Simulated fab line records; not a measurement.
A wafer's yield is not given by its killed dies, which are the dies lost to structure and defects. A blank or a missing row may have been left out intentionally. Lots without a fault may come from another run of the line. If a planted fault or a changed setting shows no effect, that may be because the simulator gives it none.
2 desks, one fault -- flow n5-finfet -- each desk has only its own numbers; what lay behind them comes last

== TOOL OWNER'S DESK, rie-diel-01 ==
The tool's own readings at N5_BEOL_M12_TRENCH_ETCH_34 (etches SiOC in C4F8/O2/Ar, target depth 318.95 nm, time 125.5 s): means of the sampled wafers that have a number, for each lot that ran on this tool. A lot is out of limits, marked OUT, if its mean lies more than 4 standard deviations from the usual mean; the brackets give that distance.
Columns: A = bias-w at N5_BEOL_M12_TRENCH_ETCH_34, usual 700.1 W; B = drypump-motor-current-A at N5_BEOL_M12_TRENCH_ETCH_34, usual 5.9 A; C = oes-product-au at N5_BEOL_M12_TRENCH_ETCH_34, usual 0.82 a.u.; D = rf-vpp-V at N5_BEOL_M12_TRENCH_ETCH_34, usual 666.3 V; E = showerhead-plenum-p-Torr at N5_BEOL_M12_TRENCH_ETCH_34, usual 3.44 Torr; F = throttle-valve-pct at N5_BEOL_M12_TRENCH_ETCH_34, usual 24.27 %
lot,first seen here,A,B,C,D,E,F
L503,day 11 19:56,699.8,6.0,0.79,663.5,3.38,24.38
L506,day 12 13:19,697.8,6.0,0.81,665.0,3.39,24.20
L509,day 13 00:56,699.0,5.7,0.83,667.4,3.45,24.44
L513,day 14 16:47,699.7,5.9,0.93,670.0,3.56,24.18
Result from this desk: across the 4 lots, nothing is out of limits.

== FROM THE METROLOGY DESK ==
What the gauges read for every lot (on any tool): the sampled wafers with a number, averaged. A lot is out of limits, marked OUT, if its mean lies more than 4 standard deviations from the usual mean; the brackets give that distance. It has 28 readings, of which 7 appear: the earliest out of limits, and the ones furthest out on some lot.
Columns: A = trench-depth-nm at N5_BEOL_M12_OCD_MEAS_35, usual 321 nm; B = M12_THK at N5_BEOL_M12_THK_MEAS_50, usual 324 nm; C = M12_RS at N5_BEOL_M12_RS_MEAS_54, usual 0.0597 ohm/sq; D = SERP_M12 at N5_BEOL_M15_RC_MEAS_101, usual 0.634 ohm/um; E = SERP_M12_max_site at N5_BEOL_M15_RC_MEAS_101, usual 0.647 ohm/um; F = SERP_M13 at N5_BEOL_M15_RC_MEAS_101, usual 0.307 ohm/um; G = SERP_M13_max_site at N5_BEOL_M15_RC_MEAS_101, usual 0.311 ohm/um
lot,first seen here,A,B,C,D,E,F,G
L503,day 11 20:06,316,320,0.0607,0.644,0.655,0.308,0.310
L506,day 12 13:28,316,315,0.0609,0.651,0.660,0.306,0.310
L509,day 13 01:05,328,334,0.0585,0.625,0.639,0.308,0.312
L508,day 13 15:50,321,326,0.0599,0.632,0.644,0.319,0.322
L513,day 14 16:57,419 (+18) OUT,423 (+16) OUT,0.0466 (-12) OUT,0.494 (-9.3) OUT,0.508 (-8.7) OUT,0.309,0.312
L517,day 15 16:28,321,323,0.0601,0.630,0.643,0.306,0.311
Finding of this desk: L513 out of limits; the first was L513 at day 14 16:57, on trench-depth-nm at N5_BEOL_M12_OCD_MEAS_35. L503, L506, L509, L508, L517 stayed within limits.

== ALL TOGETHER ==
The metrology desk could have raised an alarm at day 14 16:57, on L513.
The desk of the tool owner found nothing out of limits.
On record at the tool owner's desk: L513, within its limits.
Every lot named ran N5_BEOL_M12_TRENCH_ETCH_34 on rie-diel-01.

== WHAT HAD BEEN PUT IN BY THE SIMULATOR ==
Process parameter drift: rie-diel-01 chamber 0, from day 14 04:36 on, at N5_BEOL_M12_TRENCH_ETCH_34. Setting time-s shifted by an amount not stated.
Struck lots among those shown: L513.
Time in hours between the start of the fault and the first out-of-limits reading at each desk: metrology desk, 12.
